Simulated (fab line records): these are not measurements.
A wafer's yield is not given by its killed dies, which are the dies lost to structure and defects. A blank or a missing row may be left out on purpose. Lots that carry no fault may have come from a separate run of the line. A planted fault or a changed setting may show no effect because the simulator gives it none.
Which tool was responsible?    flow n5-finfet    10 lots, 30 wafers sampled, at 5 steps of a route of 1938

WHAT THE GAUGES READ, wafer by wafer
N5_BEOL_M8_THK_MEAS_01.
lot   measured      on             M8_ILD_THK (nm)
L729  day 9 04:29   film-metro-01  152.3 150.3 154.2
L731  day 9 08:55   film-metro-02  155.3 155.8 158.0
L732  day 9 23:29   film-metro-02  156.0 156.8 156.8
L733  day 10 05:15  film-metro-01  151.2 152.7 157.0
L736  day 10 14:11  film-metro-02  153.2 157.0 157.7
L737  day 11 13:25  film-metro-02  153.3 154.6 156.4
L745  day 12 20:26  film-metro-01  156.6 156.5 157.1
L747  day 13 15:11  film-metro-02  154.4 153.3 154.1
L750  day 15 09:55  film-metro-01  152.3 157.2 153.8
L751  day 15 11:24  film-metro-02  153.2 153.7 155.3

WHICH TOOL RAN EACH LOT (tool, then ch and the chambers of the sampled wafers, then the start)
lot   N5_BEOL_M7_PECVD_70              N5_BEOL_M7_CURE_75             N5_BEOL_M7_CMP_52              N5_BEOL_M7_DEP_56
L729  pecvd-04 ch 1,2, day 8 22:32     uv-cure-02 ch 0, day 9 01:28   cmp-02 ch 1,2,3, day 9 02:55   pecvd-02 ch 0,1,2, day 9 03:16
L731  pecvd-04 ch 1,2, day 9 01:28     uv-cure-01 ch 1, day 9 05:49   cmp-02 ch 0,1,3, day 9 07:53   pecvd-02 ch 0,2, day 9 08:12
L732  pecvd-02 ch 0,1,2, day 9 17:48   uv-cure-03 ch 1, day 9 19:58   cmp-01 ch 0,1,2, day 9 22:28   pecvd-02 ch 0,1,2, day 9 22:47
L733  pecvd-02 ch 1,2, day 9 23:26     uv-cure-01 ch 0, day 10 02:18  cmp-01 ch 0,2, day 10 04:11    pecvd-04 ch 0,2, day 10 04:32
L736  pecvd-04 ch 0,1,2, day 10 07:22  uv-cure-01 ch 2, day 10 10:43  cmp-03 ch 0,2,3, day 10 13:10  pecvd-04 ch 0,2, day 10 13:29
L737  pecvd-04 ch 0,1, day 11 06:47    uv-cure-01 ch 0, day 11 10:41  cmp-02 ch 0,1,2, day 11 12:25  pecvd-01 ch 1,2, day 11 12:42
L745  pecvd-04 ch 0,1, day 12 14:18    uv-cure-01 ch 2, day 12 17:22  cmp-01 ch 0,2,3, day 12 19:22  pecvd-04 ch 1,2, day 12 19:44
L747  pecvd-04 ch 0,1, day 13 06:50    uv-cure-01 ch 0, day 13 11:05  cmp-01 ch 1,2,3, day 13 14:10  pecvd-02 ch 0,1,2, day 13 14:29
L750  pecvd-02 ch 1,2, day 15 03:26    uv-cure-02 ch 1, day 15 05:50  cmp-03 ch 0,3, day 15 08:53    pecvd-02 ch 0,1,2, day 15 09:12
L751  pecvd-02 ch 0,1,2, day 15 03:59  uv-cure-03 ch 1, day 15 08:23  cmp-01 ch 0,2,3, day 15 10:20  pecvd-04 ch 1,2, day 15 10:41
- N5_BEOL_M7_PECVD_70: deposits SiO2 from TEOS/O2, target thk 20 nm, time 22.7 s.
- N5_BEOL_M7_CURE_75: cures SiCOH lowk, time 120 s.
- N5_BEOL_M7_CMP_52: polishes, stops on SiCOH lowk, t overpolish 6.9 s, target thk 80 nm.
- N5_BEOL_M7_DEP_56: deposits SiCN from 3MS/NH3, target thk 10 nm, time 17.5 s.

WHAT THE TOOLS THEMSELVES READ (means of the sampled wafers that have a number; where no wafer has one, the mark that the record gives instead)
N5_BEOL_M7_PECVD_70.
lot   tool      heater-power-w (W)  showerhead-plenum-p-Torr (Torr)  throttle-valve-pct (%)
L729  pecvd-04  725                 8.72                             22.8
L731  pecvd-04  716                 8.72                             22.6
L732  pecvd-02  728                 8.84                             22.1
L733  pecvd-02  649                 8.84                             21.6
L736  pecvd-04  775                 8.75                             22.9
L737  pecvd-04  652                 8.77                             23.0
L745  pecvd-04  752                 8.76                             23.1
L747  pecvd-04  691                 8.77                             22.8
L750  pecvd-02  666                 8.81                             22.2
L751  pecvd-02  735                 8.83                             22.5

N5_BEOL_M7_CURE_75.
lot   tool        lamp-power-pct (%)  wafer_temp_C_max
L729  uv-cure-02  52.32               371.9
L731  uv-cure-01  52.32               371.9
L732  uv-cure-03  52.32               371.5
L733  uv-cure-01  52.25               372.0
L736  uv-cure-01  52.30               371.5
L737  uv-cure-01  52.37               372.0
L745  uv-cure-01  52.34               371.7
L747  uv-cure-01  52.29               372.7
L750  uv-cure-02  52.33               372.1
L751  uv-cure-03  52.31               371.8

N5_BEOL_M7_CMP_52.
lot   tool    barrier-field-endpoint-s (s)  clearing-platen-down-force-psi (psi)  motor-current-A (A)  overpolish-run-s (s)  retaining-ring-pressure-frac
L729  cmp-02  28.2                          1.4967                                6.4                  6.910                 1.000
L731  cmp-02  28.1                          1.4979                                6.3                  6.887                 0.997
L732  cmp-01  28.8                          1.5010                                6.5                  6.900                 1.002
L733  cmp-01  27.9                          1.4993                                6.8                  6.899                 1.002
L736  cmp-03  29.0                          1.4992                                5.8                  6.903                 1.001
L737  cmp-02  28.8                          1.4999                                6.8                  6.904                 0.997
L745  cmp-01  39.5                          1.4994                                6.4                  3.476                 1.004
L747  cmp-01  39.5                          1.5026                                6.1                  3.258                 1.003
L750  cmp-03  29.1                          1.5012                                6.3                  6.894                 1.002
L751  cmp-01  29.5                          1.4983                                6.5                  6.895                 1.003

N5_BEOL_M7_DEP_56.
lot   tool      showerhead-plenum-p-Torr (Torr)  throttle-valve-pct (%)
L729  pecvd-02  3.677                            8.96
L731  pecvd-02  3.665                            9.08
L732  pecvd-02  3.678                            8.80
L733  pecvd-04  3.653                            9.33
L736  pecvd-04  3.658                            9.35
L737  pecvd-01  3.673                            9.07
L745  pecvd-04  3.653                            9.16
L747  pecvd-02  3.680                            9.05
L750  pecvd-02  3.671                            9.01
L751  pecvd-04  3.658                            9.14

THE ANSWER, worked out from the rows above alone
Rule: usual is defined by the lots themselves. Put in order of their means at a reading, lots are off if they are a third of the lots or fewer, leave a main group of 4 or more, and stand apart from it by a gap of 3 or more times the standard deviation of the main group's means; of several such gaps the widest counts. The tables above print the reading to a certain number of digits; a main group whose means all agree to those digits is not used. A lot without any number at a reading at which 4 lots or more have one is off too. The other lots that the step has rows for count as sound. The gauges are gone through in route order, then the tools' own readings, and for those a lot's mean is taken as printed above. At the first step where some lot is off, the reading lying furthest off is the one used; lots without a number count as furthest.
Off, at N5_BEOL_M7_CMP_52 on overpolish-run-s: L745, L747. Mean 6.899 s and standard deviation 0.0066 in the main group.
If a tool, at that step or one of the process steps before it, ran each lot that is off and ran no sound lot following the first of them, it fits. This does not decide it: 2 tools fit, namely pecvd-04 at N5_BEOL_M7_PECVD_70 and uv-cure-01 at N5_BEOL_M7_CURE_75.

WHAT THE SIMULATOR HAD INSERTED
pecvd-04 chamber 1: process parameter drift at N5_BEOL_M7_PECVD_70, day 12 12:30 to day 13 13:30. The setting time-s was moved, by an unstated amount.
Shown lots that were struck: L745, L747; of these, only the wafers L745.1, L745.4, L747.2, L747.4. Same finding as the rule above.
